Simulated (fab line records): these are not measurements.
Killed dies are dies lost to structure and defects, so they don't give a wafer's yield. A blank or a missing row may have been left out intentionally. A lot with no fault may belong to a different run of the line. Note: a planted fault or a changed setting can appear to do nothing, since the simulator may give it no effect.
Split-lot experiment | flow n5 finfet | on a route of 1938 steps: 7 lots, 39 wafers read

SPLIT DETAILS
At N5_PASSIVATION_AL_DEP_21 (deposits Al, target thk 2800 nm, time 170 s), the setting time s was moved away from the recipe's 170 s on 12 of the 39 wafers read, by -57.5% to +25.5%. The other wafers ran this setting at the recipe's value.

FROM THE SPLIT TO THE READING: what the file shows between them, 3 steps
- N5_PASSIVATION_HMDS_23: time 60 s
- N5_PASSIVATION_COAT_24
- N5_PASSIVATION_DESCUM_32: chemistry O2, time 7.9 s

THE READING
oes product au, in a.u., at N5_PASSIVATION_AL_ETCH_33 (etches Al in Cl2/BCl3, stops on TaN, target depth 2800 nm, time 466.7 s). Fault-free wafers of this fab line usually give 0.73 a.u., standard deviation 0.078 a.u.

wafer  | tool, chamber at the split | time s as run, s | against the recipe | oes product au, a.u. | against lot-mates on the recipe
L074.1 | pvd sputter-01, -          | 117.6            | -30.8%             | 0.65                 | -0.04
L074.2 | pvd sputter-01, -          | 117.6            | -30.8%             | 0.50                 | -0.19
L074.3 | pvd sputter-01, -          | 170              | recipe             | 0.63                 | -
L074.4 | pvd sputter-01, -          | 170              | recipe             | 0.81                 | -
L074.5 | pvd sputter-01, -          | 117.6            | -30.8%             | 0.65                 | -0.04
L074.6 | pvd sputter-01, -          | 170              | recipe             | 0.63                 | -
L075.2 | pvd sputter-02, -          | 170              | recipe             | 0.79                 | -
L075.3 | pvd sputter-02, -          | 170              | recipe             | 0.81                 | -
L075.6 | pvd sputter-02, -          | 170              | recipe             | 0.79                 | -
L079.1 | pvd sputter-01, -          | 213.4            | +25.5%             | 0.89                 | +0.12
L079.2 | pvd sputter-01, -          | 170              | recipe             | 0.73                 | -
L079.3 | pvd sputter-01, -          | 213.4            | +25.5%             | 0.81                 | +0.04
L079.4 | pvd sputter-01, -          | 170              | recipe             | 0.80                 | -
L079.5 | pvd sputter-01, -          | 213.4            | +25.5%             | 0.81                 | +0.04
L079.6 | pvd sputter-01, -          | 170              | recipe             | 0.79                 | -
L078.1 | pvd sputter-01, -          | 170              | recipe             | 0.80                 | -
L078.2 | pvd sputter-01, -          | 170              | recipe             | 0.73                 | -
L078.3 | pvd sputter-01, -          | 170              | recipe             | 0.80                 | -
L078.4 | pvd sputter-01, -          | 170              | recipe             | 0.73                 | -
L078.5 | pvd sputter-01, -          | 170              | recipe             | 0.79                 | -
L078.6 | pvd sputter-01, -          | 170              | recipe             | 0.73                 | -
L083.1 | pvd sputter-03, -          | 72.17            | -57.5%             | 0.45                 | -0.28
L083.2 | pvd sputter-03, -          | 170              | recipe             | 0.72                 | -
L083.3 | pvd sputter-03, -          | 72.17            | -57.5%             | 0.46                 | -0.27
L083.4 | pvd sputter-03, -          | 170              | recipe             | 0.71                 | -
L083.5 | pvd sputter-03, -          | 72.17            | -57.5%             | 0.43                 | -0.30
L083.6 | pvd sputter-03, -          | 170              | recipe             | 0.76                 | -
L092.1 | pvd sputter-01, -          | 170              | recipe             | 0.75                 | -
L092.2 | pvd sputter-01, -          | 89.7             | -47.2%             | 0.56                 | -0.22
L092.3 | pvd sputter-01, -          | 89.7             | -47.2%             | 0.57                 | -0.21
L092.4 | pvd sputter-01, -          | 170              | recipe             | 0.75                 | -
L092.5 | pvd sputter-01, -          | 89.7             | -47.2%             | 0.51                 | -0.27
L092.6 | pvd sputter-01, -          | 170              | recipe             | 0.85                 | -
L097.1 | pvd sputter-03, -          | 170              | recipe             | 0.69                 | -
L097.2 | pvd sputter-03, -          | 170              | recipe             | 0.74                 | -
L097.3 | pvd sputter-03, -          | 170              | recipe             | 0.73                 | -
L097.4 | pvd sputter-03, -          | 170              | recipe             | 0.69                 | -
L097.5 | pvd sputter-03, -          | 170              | recipe             | 0.69                 | -
L097.6 | pvd sputter-03, -          | 170              | recipe             | 0.74                 | -

THE FIT
A straight line over all 39 wafers: oes product au changes by +0.00465 a.u. for each +1% of time s; r = +0.89; the points scatter about the line by 0.053 a.u.
The same after taking each lot's own level away (the mean of its wafers on the recipe; 39 wafers): +0.00439 a.u. for each +1%; r = +0.90; scatter 0.047 a.u.
That fit puts the effect of the largest move of time s on the reading at 0.25 a.u.
Measured against the standard deviation above, the lots' own levels, which go from 0.690 to 0.797 a.u., span 1.4 times it.
Hence the lot-to-lot level has little effect on the slope; both slopes agree.
Check: -0.253 a.u. against its lot-mates is what the line predicts for one of the wafers moved furthest among these (-57.5%) when that wafer is left out of the fit. It came out at -0.28 a.u. against them.

FURTHER SPLITS ON THESE WAFERS
Note: prior to the reading, these wafers also went through further splits. Each is held against what the fit with the lots' levels taken away leaves over:
other split on the same wafers    | wafers away from the commonest value | r with oes product au (lot level and that fit taken away)
N5_BEOL_M3_ETCH_41 target depth a | 15                                   | +0.32
N5_BEOL_M15_ILD_DEP_00 time s     | 12                                   | +0.07

THE WHOLE CHAIN: every reading that the file lists as answering this split, in the file's order
step                      | what it does                                                            | reading                                                                             | change (the file's fit)                   | r (the file's)
N5_PASSIVATION_AL_DEP_21  | deposits Al, target thk 2800 nm, time 170 s                             | Al_of_PASSIVATION_AL_DEP_21.thk nm (the simulator's own value, which no gauge read) | +27.9 nm for each +1% of the setting      | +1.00
N5_PASSIVATION_AL_ETCH_33 | etches Al in Cl2/BCl3, stops on TaN, target depth 2800 nm, time 466.7 s | oes product au                                                                      | +0.00442 a.u. for each +1% of the setting | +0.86

FILE'S OWN FIT
oes product au changes by +0.00442 a.u. for each +1% of time s, r = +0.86.
